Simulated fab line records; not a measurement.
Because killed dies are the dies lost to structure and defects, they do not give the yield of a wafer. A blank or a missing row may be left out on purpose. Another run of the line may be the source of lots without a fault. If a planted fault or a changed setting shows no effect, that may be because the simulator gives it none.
fab line records ; flow n5Finfet
record lots=7; wafers=19; lastDay=16
route steps=1938 shown BEOL_M0@719 BEOL_M4@1111 PASSIVATION@1936
lots that met no fault: from a run of the same line without faults
startH: hours from the record's opening day to when the first of the lot's shown wafers began ; waitH: hours since the lot's step before ; " repeats the value in the row above ; L1.1+2: several wafers, shown together as one row ; - no value, or no start given ; * or withheld: withheld ; < > ~ a bound
route shown NAME@n: names a module that has steps shown in the file, with the first one's number in the route ; usual: the fault-free wafers' mean and standard deviation ; same: alike in all rows ; chamber/n: place in a boat ; sites: per-site readings ; _std_site: the values' standard deviation ; _edge_site: the outer-site mean with the inner-site mean subtracted ; radiusMm: for every site, how far away it sits from the centre of the wafer ; mask NAME#n: copy n ; behind: the most recent tool/chamber to have shaped the wafer ; hold: the reason the lot was held/the length of the hold in hours/how it ended ; device: transistor that didn't switch, given as n, p or np ; end of line: at the end of the route, the tests of the same wafers ; a step without rows: its recipe alone ; killed: not the wafer's yield, but the dies lost to structure and defects at the first sort ; map: a wafer's dies, marking killed ones x, the rest . and places with no die _
set.NAME: the run value of the setting; set.NAME@STEP: its run value at that earlier step ; model.NAME: the simulator's own value behind a step, which no gauge read
a table for each step, a row for each wafer; lots at some steps of the route
services: a tool's chamber out of use, with start hour (startH, from the record's first day; less than 0 if before it), hours out, and reason
## steps
# step N5_BEOL_M0_WET_ETCH_106
# recipe chemistry=DHF; dilution=10:1; tempC=25; target=SiO2; targetDepthA=1300; dry=ipaMarangoni; rinseTimeS=30; rinseTempC=23
# step N5_BEOL_M0_ETCH_128
# recipe chemistry=CF4/N2; targetDepthA=120; overetchA=51; target=SiCN; timeS=21.4; ionEnergyEv=150; pressureMtorr=40; sourceW=430; biasW=70; Ar_flow_sccm=100; cf4FlowSccm=60; n2FlowSccm=60
# usual chamberPressureMTorr=40.00/0.038; drypumpMotorCurrentA=5.8/0.57; oesProductAu=0.54/0.049; rfVppV=382.1/1.8; showerheadPlenumPTorr=2.20/0.069; throttleValvePct=15.44/0.26
# same timeS=21.4
lot.wafer;tool;chamber;startH;waitH;chamberPressureMTorr;drypumpMotorCurrentA;oesProductAu;rfHoursCounterH;rfVppV;showerheadPlenumPTorr;throttleValvePct
L846.2;rieDiel-02;2;148.28;0.7;40.00;6.5;0.56;77;383.2;2.23;15.50
L846.4;rieDiel-02;0;148.28;0.7;39.98;5.3;0.62;20;382.6;2.16;14.91
L846.5;rieDiel-02;0;148.28;0.7;40.06;5.3;0.61;-;380.4;2.16;14.87
L851.3;rieDiel-04;0;167.90;0.4;40.04;6.5;0.47;242;381.9;2.18;15.66
L851.5;rieDiel-04;0;167.90;0.4;40.03;6.5;0.48;-;381.3;2.18;15.67
L851.6;rieDiel-04;2;167.90;0.4;39.98;5.8;0.58;-;381.5;2.14;15.40
L859.2;rieDiel-04;0;220.11;0.0;40.01;6.5;0.64;5;381.5;2.17;15.20
L859.3;rieDiel-04;3;220.11;0.0;40.01;6.0;0.57;76;385.8;2.32;15.30
L860.2;rieDiel-02;0;226.10;0.2;39.99;5.2;0.58;41;381.6;2.15;14.94
L860.3;rieDiel-02;1;226.10;0.2;39.96;5.5;0.48;225;383.2;2.27;15.71
L860.5;rieDiel-02;0;226.10;0.2;39.96;5.2;0.59;-;382.2;2.15;14.95
L861.2;rieDiel-02;2;233.41;0.2;40.00;6.5;0.56;101;381.9;2.22;15.56
L861.3;rieDiel-02;0;233.41;0.2;40.00;5.3;0.58;44;379.5;2.15;14.93
L862.1;rieDiel-04;3;238.57;0.7;39.98;6.0;0.55;83;384.5;2.32;15.33
L862.5;rieDiel-04;2;238.57;0.7;40.03;5.8;0.55;-;380.3;2.14;15.44
L862.6;rieDiel-04;3;238.57;0.7;40.05;6.0;0.56;-;384.9;2.32;15.33
L863.2;rieDiel-06;3;247.00;0.0;40.02;4.9;0.53;118;382.2;2.22;15.52
L863.5;rieDiel-06;0;247.00;0.0;40.03;6.9;0.52;-;381.7;2.12;15.21
L863.6;rieDiel-06;1;247.00;0.0;40.06;5.7;0.51;-;384.9;2.28;15.78
# step N5_BEOL_M0_TRENCH_ETCH_107
# recipe chemistry=C4F6/O2; targetDepthA=328; target=SiOC; timeS=16.4; ionEnergyEv=250; pressureMtorr=30; sourceW=355; biasW=185; Ar_flow_sccm=300; C4F6_flow_sccm=10; O2_flow_sccm=10
# usual C4F6_flow_sccm=9.993/0.028; chamberPressureMTorr=30.003/0.025; drypumpMotorCurrentA=5.8/0.57; oesProductAu=0.78/0.077; rfVppV=670/5.6; showerheadPlenumPTorr=2.84/0.088; throttleValvePct=20.87/0.27
# same timeS=16.4
lot.wafer;tool;chamber;startH;waitH;C4F6_flow_sccm;chamberPressureMTorr;drypumpMotorCurrentA;oesProductAu;rfHoursCounterH;rfVppV;showerheadPlenumPTorr;throttleValvePct
L846.2;rieDiel-02;2;148.33;0.0;9.985;29.986;6.5;0.84;77;669;2.88;21.00
L846.4;rieDiel-02;0;148.33;0.0;9.948;30.003;5.3;0.90;20;662;2.78;20.34
L846.5;rieDiel-02;0;148.33;0.0;9.946;30.008;5.3;0.90;-;663;2.79;20.35
L851.3;rieDiel-04;0;167.95;0.0;9.992;29.983;6.5;0.68;242;662;2.81;21.08
L851.5;rieDiel-04;0;167.95;0.0;9.994;30.019;6.5;0.68;-;663;2.81;21.06
L851.6;rieDiel-04;2;167.95;0.0;9.999;29.974;5.9;0.84;-;673;2.77;20.89
L859.2;rieDiel-04;0;220.15;0.0;9.954;30.000;6.5;0.97;5;663;2.81;20.74
L859.3;rieDiel-04;3;220.15;0.0;9.995;29.991;6.0;0.84;76;676;2.99;20.76
L860.2;rieDiel-02;0;226.14;0.0;10.015;29.992;5.3;0.87;41;661;2.78;20.37
L860.3;rieDiel-02;1;226.14;0.0;9.986;29.983;5.5;0.70;225;668;2.92;21.07
L860.5;rieDiel-02;0;226.14;0.0;10.005;29.989;5.3;0.87;-;661;2.78;20.38
L861.2;rieDiel-02;2;233.45;0.0;9.964;30.013;6.5;0.81;101;669;2.87;21.05
L861.3;rieDiel-02;0;233.45;0.0;9.988;29.973;5.2;0.85;44;662;2.77;20.38
L862.1;rieDiel-04;3;238.61;0.0;9.998;29.985;6.0;0.81;83;677;2.99;20.75
L862.5;rieDiel-04;2;238.61;0.0;10.046;30.041;5.8;0.80;-;673;2.76;20.91
L862.6;rieDiel-04;3;238.61;0.0;9.973;29.991;6.0;0.81;-;677;2.99;20.76
L863.2;rieDiel-06;3;247.04;0.0;9.989;30.031;4.9;0.77;118;675;2.86;20.98
L863.5;rieDiel-06;0;247.04;0.0;9.998;30.007;6.8;0.75;-;667;2.73;20.52
L863.6;rieDiel-06;1;247.04;0.0;9.966;30.030;5.7;0.72;-;674;2.95;21.24
# step N5_BEOL_M0_STRIP_142
# recipe chemistry=N2/H2; timeS=10; powerW=450; tempC=40; pressureMtorr=20; rfFrequencyHz=6e+07; biasPowerW=7; n2FlowSccm=200; h2FlowSccm=200
# usual chamberPressureMTorr=19.999/0.017; drypumpMotorCurrentA=5.8/0.57; oesProductAu=0.78/0.076; rfVppV=59.0/0.84; showerheadPlenumPTorr=2.53/0.084; throttleValvePct=23.7/0.34
# same timeS=10
lot.wafer;tool;chamber;startH;waitH;chamberPressureMTorr;drypumpMotorCurrentA;oesProductAu;rfHoursCounterH;rfVppV;showerheadPlenumPTorr;throttleValvePct
L846.2;rieDiel-02;2;148.35;0.0;19.984;6.5;0.84;77;59.6;2.57;23.8
L846.4;rieDiel-02;0;148.35;0.0;20.011;5.2;0.91;20;59.8;2.49;23.5
L846.5;rieDiel-02;0;148.35;0.0;20.019;5.2;0.92;-;59.6;2.49;23.5
L851.3;rieDiel-04;0;167.97;0.0;19.990;6.5;0.69;242;58.1;2.49;23.6
L851.5;rieDiel-04;0;167.97;0.0;19.999;6.5;0.67;-;59.3;2.49;23.6
L851.6;rieDiel-04;2;167.97;0.0;20.004;5.9;0.84;-;58.9;2.47;23.8
L859.2;rieDiel-04;0;220.17;0.0;19.998;6.5;0.96;5;58.8;2.49;23.3
L859.3;rieDiel-04;3;220.17;0.0;19.995;6.0;0.83;76;59.5;2.68;23.6
L860.2;rieDiel-02;0;226.16;0.0;20.015;5.3;0.87;41;58.4;2.48;23.5
L860.3;rieDiel-02;1;226.16;0.0;20.020;5.5;0.69;225;58.7;2.62;24.0
L860.5;rieDiel-02;0;226.16;0.0;19.950;5.3;0.87;-;58.1;2.48;23.5
L861.2;rieDiel-02;2;233.47;0.0;19.949;6.5;0.82;101;59.4;2.56;23.8
L861.3;rieDiel-02;0;233.47;0.0;19.977;5.3;0.86;44;60.9;2.48;23.5
L862.1;rieDiel-04;3;238.64;0.0;19.984;6.0;0.82;83;59.6;2.68;23.6
L862.5;rieDiel-04;2;238.64;0.0;19.981;5.8;0.81;-;59.1;2.46;23.8
L862.6;rieDiel-04;3;238.64;0.0;19.990;6.0;0.81;-;58.0;2.68;23.6
L863.2;rieDiel-06;3;247.06;0.0;19.983;4.9;0.78;118;58.7;2.56;24.1
L863.5;rieDiel-06;0;247.06;0.0;20.000;6.8;0.76;-;58.8;2.44;23.3
L863.6;rieDiel-06;1;247.06;0.0;20.017;5.7;0.73;-;59.3;2.64;24.1
# step N5_BEOL_M0_OCD_MEAS_108
# usual trenchDepthNm=32.8/0.61
lot.wafer;tool;chamber;startH;waitH;trenchDepthNm
L846.2;ocd-01;-;148.43;0.1;33.8
L846.4;ocd-01;-;148.43;0.1;33.3
L846.5;ocd-01;-;148.43;0.1;33.8
L851.3;ocd-02;-;168.05;0.1;32.6
L851.5;ocd-02;-;168.05;0.1;32.4
L851.6;ocd-02;-;168.05;0.1;33.5
L859.2;ocd-02;-;220.25;0.1;33.8
L859.3;ocd-02;-;220.25;0.1;33.4
L860.2;ocd-01;-;226.26;0.1;33.5
L860.3;ocd-01;-;226.26;0.1;32.4
L860.5;ocd-01;-;226.26;0.1;33.5
L861.2;ocd-01;-;233.56;0.1;32.1
L861.3;ocd-01;-;233.56;0.1;32.9
L862.1;ocd-01;-;238.72;0.1;33.0
L862.5;ocd-01;-;238.72;0.1;33.0
L862.6;ocd-01;-;238.72;0.1;32.8
L863.2;ocd-02;-;247.15;0.1;32.8
L863.5;ocd-02;-;247.15;0.1;32.7
L863.6;ocd-02;-;247.15;0.1;32.2
# step N5_BEOL_M0_HM_STRIP_129
# recipe chemistry=peroxideTinStrip; material=TiN; targetDepthA=170; tempC=50; timeS=108
# step N5_BEOL_M0_SRD_130
# recipe timeS=30; tempC=23; rinseLiquid=diw; dry=ipaMarangoni
# step N5_BEOL_M0_ETCH_109
# recipe chemistry=CH3F/O2; targetDepthA=80; overetchA=24; target=SiCN; timeS=27.4; ionEnergyEv=120; pressureMtorr=30; sourceW=395; biasW=75; Ar_flow_sccm=150; CH3F_flow_sccm=30; O2_flow_sccm=20
# usual chamberPressureMTorr=29.999/0.026; drypumpMotorCurrentA=5.9/0.48; oesProductAu=0.68/0.073; rfVppV=297.3/1.5; showerheadPlenumPTorr=2.00/0.066; throttleValvePct=16.32/0.25
# same timeS=27.4
lot.wafer;tool;chamber;startH;waitH;chamberPressureMTorr;drypumpMotorCurrentA;oesProductAu;rfHoursCounterH;rfVppV;showerheadPlenumPTorr;throttleValvePct
L846.2;rieDiel-04;1;148.76;0.2;29.959;5.9;0.57;253;295.6;1.96;16.60
L846.4;rieDiel-04;1;148.76;0.2;30.006;5.9;0.57;-;297.1;1.96;16.61
L846.5;rieDiel-04;2;148.76;0.2;29.989;5.8;0.73;-;297.5;1.95;16.28
L851.3;rieDiel-02;2;168.45;0.3;29.989;6.5;0.71;85;296.9;2.02;16.43
L851.5;rieDiel-02;0;168.45;0.3;29.973;5.2;0.75;-;297.2;1.95;15.81
L851.6;rieDiel-02;1;168.45;0.3;30.001;5.5;0.60;-;297.6;2.06;16.56
L859.2;rieDiel-04;0;220.36;0.0;29.977;6.5;0.82;5;298.1;1.97;16.12
L859.3;rieDiel-04;3;220.36;0.0;30.009;6.0;0.70;76;299.8;2.11;16.18
L860.2;rieDiel-06;1;226.36;0.0;29.981;5.7;0.63;159;299.3;2.08;16.68
L860.3;rieDiel-06;2;226.36;0.0;30.021;5.9;0.61;176;294.0;1.91;16.24
L860.5;rieDiel-06;1;226.36;0.0;30.014;5.7;0.64;-;298.7;2.08;16.66
L861.2;rieDiel-02;3;234.02;0.4;30.024;5.1;0.57;244;297.5;1.97;16.85
L861.3;rieDiel-02;0;234.02;0.4;29.998;5.3;0.73;45;297.9;1.95;15.82
L862.1;rieDiel-06;3;238.82;0.0;30.011;4.9;0.66;115;296.6;2.01;16.39
L862.5;rieDiel-06;0;238.82;0.0;29.991;6.9;0.65;-;296.1;1.92;16.02
L862.6;rieDiel-06;3;238.82;0.0;29.979;4.9;0.67;-;298.6;2.01;16.39
L863.2;rieDiel-06;1;247.25;0.0;29.982;5.7;0.62;166;299.1;2.08;16.67
L863.5;rieDiel-06;2;247.25;0.0;29.992;6.0;0.61;-;296.0;1.91;16.24
L863.6;rieDiel-06;1;247.25;0.0;29.988;5.7;0.63;-;298.6;2.08;16.68
# step N5_BEOL_M0_STRIP_139
# recipe chemistry=postEtchResidueRemover; timeS=60; tempC=25; removerPh=withheld; removerWaterWtPct=withheld; removerFluorideWtPct=withheld
# step N5_BEOL_M0_SRD_111
# recipe timeS=30; tempC=23; rinseLiquid=diw; dry=ipaMarangoni
# step N5_BEOL_M0_DEGAS_112
# recipe ambient=vacuum; tempC=250; timeS=60
# step N5_BEOL_M0_PRE_CLEAN_113
# recipe gas=H2/He; timeS=30; tempC=250
# step N5_BEOL_M0_ALD_136
# recipe material=TaN; targetThkA=*; tempC=275; aldPrecursorFamily=PDMAT; aldCoReactant=NH3; pressureTorr=3; carrierFlowSccm=1500; pulseTimeS=2; purgeTimeS=3; coReactantPurgeTimeS=2; coReactantPulseTimeS=3; aldCycles=30; precursorVesselTempC=75; precursorVesselPressureTorr=26.25; precursorVesselCarrierSccm=1000
# usual heaterPowerW=435/43; purgeTimeS=3/0
# same coReactantPurgeTimeS=2
lot.wafer;tool;chamber;startH;waitH;heaterPowerW;purgeTimeS;sinceWetCleanH
L846.2;aldMetal-01;1;149.26;0.3;393;3;2889
L846.4;aldMetal-01;2;149.26;0.3;474;3;2889
L846.5;aldMetal-01;1;149.26;0.3;377;3;-
L851.3;aldMetal-01;2;169.22;0.0;481;3;2909
L851.5;aldMetal-01;2;169.22;0.0;475;3;-
L851.6;aldMetal-01;1;169.22;0.0;377;3;-
L859.2;aldMetal-01;2;221.39;0.0;485;3.2168;2961
L859.3;aldMetal-01;1;221.39;0.0;374;3;2961
L860.2;aldMetal-01;3;227.35;0.1;388;3.2168;2967
L860.3;aldMetal-01;2;227.35;0.1;479;3;2967
L860.5;aldMetal-01;3;227.35;0.1;384;3;-
L861.2;aldMetal-01;2;234.36;0.1;481;3.2168;2974
L861.3;aldMetal-01;1;234.36;0.1;375;3;2974
L862.1;aldMetal-02;3;239.45;0.0;397;3;4518
L862.5;aldMetal-02;2;239.45;0.0;423;3;-
L862.6;aldMetal-02;3;239.45;0.0;395;3;-
L863.2;aldMetal-02;1;247.95;0.1;475;3;4526
L863.5;aldMetal-02;3;247.95;0.1;399;3;-
L863.6;aldMetal-02;2;247.95;0.1;420;3;-
# step N5_BEOL_M0_SURFACE_TREAT_137
# recipe gas=Ar; timeS=*; ionEnergyEv=*; ionCurrentMaCm2=0.5; pressureMtorr=*; arFlowSccm=30
# usual throttleValvePct=*
# same timeS=*
lot.wafer;tool;chamber;startH;waitH;throttleValvePct
L846.2;pvdSputter-03;-;150.78;1.4;*
L846.4;pvdSputter-03;-;150.78;1.4;*
L846.5;pvdSputter-03;-;150.78;1.4;*
L851.3;pvdSputter-03;-;169.52;0.2;*
L851.5;pvdSputter-03;-;169.52;0.2;*
L851.6;pvdSputter-03;-;169.52;0.2;*
L859.2;pvdSputter-03;-;221.81;0.3;*
L859.3;pvdSputter-03;-;221.81;0.3;*
L860.2;pvdSputter-01;-;228.96;1.5;*
L860.3;pvdSputter-01;-;228.96;1.5;*
L860.5;pvdSputter-01;-;228.96;1.5;*
L861.2;pvdSputter-01;-;236.11;1.6;*
L861.3;pvdSputter-01;-;236.11;1.6;*
L862.1;pvdSputter-02;-;239.70;0.2;*
L862.5;pvdSputter-02;-;239.70;0.2;*
L862.6;pvdSputter-02;-;239.70;0.2;*
L863.2;pvdSputter-01;-;248.21;0.2;*
L863.5;pvdSputter-01;-;248.21;0.2;*
L863.6;pvdSputter-01;-;248.21;0.2;*
# step N5_BEOL_M4_RC_MEAS_101
# usual DIBL_N=36.3/1; DIBL_P=36.2/1.4; IOFF_N=0.157/0.021; IOFF_P=0.206/0.025; ION_N=673/9; ION_P=461/6.4; SS_N=71.5/0.5; SS_P=73.2/0.47; VT_N=249.9/2.4; VT_P=-250.6/2.9
lot.wafer;tool;chamber;startH;waitH;DIBL_N[mV/V];DIBL_P[mV/V];IOFF_N[nA/um];IOFF_P[nA/um];ION_N[uA/um];ION_P[uA/um];SS_N[mV/dec];SS_P[mV/dec];VT_N[mV];VT_P[mV]
L846.2;prober-01;0;203.38;0.2;36.1;37.2;0.145;0.207;681;467;71.0;72.4;250.6;-250.6
L846.4;prober-01;0;203.38;0.2;36.2;35.7;0.135;0.195;671;464;71.0;72.9;249.6;-250.6
L846.5;prober-01;0;203.38;0.2;35.5;35.3;0.130;0.185;672;462;71.1;72.8;251.0;-252.9
L851.3;prober-02;0;211.57;0.3;37.2;37.5;0.185;0.213;680;455;71.5;73.9;246.9;-251.7
L851.5;prober-02;0;211.57;0.3;35.6;35.5;0.149;0.183;675;462;71.3;73.5;248.9;-252.8
L851.6;prober-02;0;211.57;0.3;35.9;35.8;0.148;0.178;672;452;71.0;72.6;251.5;-255.5
L859.2;prober-02;0;268.48;0.2;36.3;37.3;0.171;0.208;682;462;71.4;72.8;248.6;-249.7
L859.3;prober-02;0;268.48;0.2;36.2;36.7;0.161;0.196;676;461;71.2;72.6;249.1;-251.0
L860.2;prober-01;0;271.26;0.2;36.2;35.9;0.151;0.209;676;466;71.1;72.9;249.4;-249.9
L860.3;prober-01;0;271.26;0.2;36.5;36.0;0.153;0.212;676;463;71.5;72.7;250.3;-248.4
L860.5;prober-01;0;271.26;0.2;36.6;36.2;0.152;0.218;670;466;71.2;73.3;250.0;-247.1
L861.2;prober-02;0;281.26;0.2;36.6;34.8;0.135;0.168;669;453;70.4;73.2;254.0;-258.1
L861.3;prober-02;0;281.26;0.2;37.9;36.4;0.154;0.194;660;451;71.8;73.4;250.3;-253.6
L862.1;prober-01;0;287.14;0.7;35.0;35.7;0.142;0.211;672;465;71.1;73.6;251.9;-249.7
L862.5;prober-01;0;287.14;0.7;34.8;34.8;0.135;0.197;663;460;71.2;72.9;253.0;-250.3
L862.6;prober-01;0;287.14;0.7;34.8;35.1;0.132;0.201;666;462;71.5;73.0;251.2;-251.1
L863.2;prober-01;0;289.31;0.2;37.5;36.1;0.166;0.236;683;470;72.1;72.6;248.3;-246.5
L863.5;prober-01;0;289.31;0.2;37.4;35.7;0.164;0.234;678;463;71.5;73.8;250.8;-245.9
L863.6;prober-01;0;289.31;0.2;36.6;35.1;0.152;0.210;675;463;70.4;73.3;249.1;-250.4
# step N5_PASSIVATION_PROBE_49
# usual defectLimitedYield=91.1/1.3; killed_at_M0_to_M3=36/10; killed_at_M4_up=14/4.4; killedAtContacts=14/5.7; killedAtFrontEnd=39/9.4; killedAtOther=2.9/2.6; killedDies=105/15; killedOpen=70/12; killedShort=34/7.1; sort_bin_5_function=5.3/0.77; sort_bin_6_memory=3.3/0.66; sortNPass=1075/15; sortYieldPct=91.1/1.3
# same grossDies=1180; killedAtBackSide=0; sort_bin_4_leakage[%]=0; sort_bin_8_speed[%]=0
lot.wafer;tool;chamber;startH;waitH;defectLimitedYield[%];killed_at_M0_to_M3;killed_at_M4_up;killedAtContacts;killedAtFrontEnd;killedAtOther;killedDies;killedOpen;killedShort;sort_bin_5_function[%];sort_bin_6_memory[%];sortNPass;sortYieldPct[%]
L860.2;prober-01;-;373.48;0.1;90.5;68;8;10;23;3;112;65;43;5.8;3.2;1068;90.5
L860.3;prober-01;-;373.53;0.1;91.3;29;21;18;33;2;103;66;34;5.5;2.8;1077;91.3
L861.2;prober-02;-;389.55;0.1;88.6;72;15;4;43;1;135;83;50;6.8;4.1;1045;88.6
L861.3;prober-02;-;389.60;0.1;88.3;50;20;13;53;2;138;87;43;5.9;4.7;1042;88.3
# killed by level:class
L860.2 BEOL_M0_SAQP:geometricParticle:open=27 BEOL_M0_SAQP:geometricParticle:short=22 MOL_CONTACT_COAG:geometricParticle:open=8 BEOL_M1:geometricParticle:short=6 STI_FIN_REVEAL:geometricParticle:open=5 BEOL_M3:geometricParticle:open=5 BEOL_M2:geometricParticle:open=4 HKMG_FIN:areaEtch=3
L860.3 MOL_CONTACT_COAG:geometricParticle:open=14 BEOL_M0_SAQP:geometricParticle:open=12 STI_FIN_REVEAL:geometricParticle:open=8 BEOL_M0_SAQP:geometricParticle:short=8 BEOL_M4:geometricParticle:open=6 BEOL_M2:geometricParticle:open=6 BEOL_M4:geometricParticle:short=5 FIN_SAQP:geometricParticle:short=4
L861.2 BEOL_M3:geometricParticle:open=20 BEOL_M0_SAQP:geometricParticle:short=13 BEOL_M0_SAQP:geometricParticle:open=11 FIN_SAQP:geometricParticle:short=10 BEOL_M1:geometricParticle:open=10 STI_FIN_REVEAL:geometricParticle:open=9 FIN_SAQP:geometricParticle:open=7 BEOL_M4:geometricParticle:open=7
L861.3 STI_FIN_REVEAL:geometricParticle:open=15 BEOL_M3:geometricParticle:open=15 BEOL_M4:geometricParticle:open=12 MOL_CONTACT_COAG:geometricParticle:open=11 FIN_SAQP:geometricParticle:short=10 BEOL_M3:geometricParticle:short=7 BEOL_M0_SAQP:geometricParticle:short=6 BEOL_M2:geometricParticle:open=5
## services
tool;chamber;startH;hours;kind
pvdSputter-02;-;125.20;3.7;repair
rieDiel-04;1;151.30;-;clean
rieDiel-04;1;151.30;-;consumableReplace:focusRing
rieDiel-04;1;151.30;20.6;scheduledDown
rieDiel-04;1;151.30;20.6;ventCycle
rieDiel-06;2;154.30;2.7;repair
rieDiel-02;-;187.98;14.6;pm
rieDiel-04;0;191.11;-;clean
rieDiel-04;0;191.11;-;consumableReplace:focusRing
rieDiel-04;0;191.11;17.0;scheduledDown
rieDiel-04;0;191.11;17.0;ventCycle
aldMetal-02;-;201.78;6.0;pm
rieDiel-04;1;209.25;5.5;repair
aldMetal-02;0;223.66;15.9;repair
rieDiel-04;0;234.06;1.5;repair
## key
firstSign step=N5_BEOL_M0_ALD_136; reading=purgeTimeS; direction=up; sigmas=99+; usual=*; struck=*
effect none on later readings
metAt N5_BEOL_M0_ALD_136
struckWafers L859.2,L860.2,L861.2
onsetBetween 169.22 221.39
fault kind=processParameterDrift; tool=aldMetal-01; chamber=-; onsetH=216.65; steps=N5_BEOL_M0_ALD_136; channel=purgeTimeS; offset=*; shape=step; endH=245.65; scope=struckWafersOnly; actsIn=*; stated=*
